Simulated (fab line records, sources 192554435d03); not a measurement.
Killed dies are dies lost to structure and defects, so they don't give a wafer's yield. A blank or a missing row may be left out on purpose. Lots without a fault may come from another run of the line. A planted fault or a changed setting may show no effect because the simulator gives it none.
Which tool did it? | flow n5_finfet | 10 lots, 30 wafers sampled, at 3 steps of a route of 1938

WHAT THE GAUGES READ, wafer by wafer
N5_FIN_SAQP_CD_MEAS_16: target cd 35.6 nm.
lot  | measured    | on        | cd_nm (nm)
L445 | day 1 21:07 | cd_sem-02 | 35.3 36.0 35.5
L446 | day 2 03:38 | cd_sem-02 | 35.9 34.5 35.4
L447 | day 2 09:50 | cd_sem-02 | 35.5 34.7 35.5
L449 | day 2 22:33 | cd_sem-02 | 35.7 35.5 34.5
L450 | day 3 03:16 | cd_sem-02 | 35.7 35.6 35.4
L452 | day 3 17:34 | cd_sem-03 | 35.8 35.0 35.4
L457 | day 4 21:43 | cd_sem-03 | 35.9 35.7 36.0
L462 | day 6 03:26 | cd_sem-01 | 35.9 35.8 35.9
L465 | day 7 01:58 | cd_sem-03 | 33.2 33.7 33.4
L466 | day 7 04:38 | cd_sem-02 | 32.9 32.9 33.6

WHICH TOOL RAN EACH LOT (tool, then ch and the chambers of the sampled wafers, then the start)
lot  | N5_PMOS_HMC_CHANNEL_EPI_CMP_21 | N5_FIN_SAQP_PEB_14
L445 | cmp-01 ch 2,3, day 1 19:08     | litho_track-01 ch 0, day 1 21:03
L446 | cmp-04 ch 0,2, day 2 01:26     | litho_track-01 ch 0, day 2 03:34
L447 | cmp-04 ch 0,1, day 2 07:37     | litho_track-03 ch 0, day 2 09:47
L449 | cmp-01 ch 2,3, day 2 20:22     | litho_track-03 ch 0, day 2 22:29
L450 | cmp-03 ch 0,1,2, day 3 01:11   | litho_track-03 ch 0, day 3 03:12
L452 | cmp-03 ch 0,2, day 3 15:28     | litho_track-03 ch 0, day 3 17:30
L457 | cmp-04 ch 1,2, day 4 19:26     | litho_track-01 ch 0, day 4 21:39
L462 | cmp-01 ch 0,1,2, day 6 01:19   | litho_track-02 ch 0, day 6 03:22
L465 | cmp-01 ch 1,2,3, day 6 23:56   | litho_track-03 ch 0, day 7 01:55
L466 | cmp-03 ch 0,2, day 7 01:39     | litho_track-03 ch 0, day 7 04:34
- N5_PMOS_HMC_CHANNEL_EPI_CMP_21: polishes SiGe30, target thk 54 nm.
- N5_FIN_SAQP_PEB_14: peb time 60 s.

THE ANSWER, worked out from the rows above alone
Rule: what is usual is taken from the lots themselves. Put in order of their means at a reading, lots are off if they are a third of the lots or fewer, leave a main group of 4 or more, and stand apart from it by a gap of 3 or more times the standard deviation of the main group's means; of several such gaps the widest counts. A main group whose means are all the same, to the digits that the tables above print for the reading, isn't used. A lot without any number at a reading at which 4 lots or more have one is off too. The other lots that the step has rows for count as sound.
Off: L465, L466, at N5_FIN_SAQP_CD_MEAS_16 (cd_nm). The main group: mean 35.5 nm, standard deviation 0.25.
A tool fits if, at a process step before that reading, it ran every lot that is off, and no sound lot after the first of them. The gauges at N5_FIN_SAQP_CD_MEAS_16 are tried like those tools. One fits: litho_track-03 at N5_FIN_SAQP_PEB_14. Its last sound lot is L452 (day 3 17:30), its first lot that is off L465 (day 7 01:55): a fault that began between those two fits.

WHAT THE SIMULATOR HAD PUT IN
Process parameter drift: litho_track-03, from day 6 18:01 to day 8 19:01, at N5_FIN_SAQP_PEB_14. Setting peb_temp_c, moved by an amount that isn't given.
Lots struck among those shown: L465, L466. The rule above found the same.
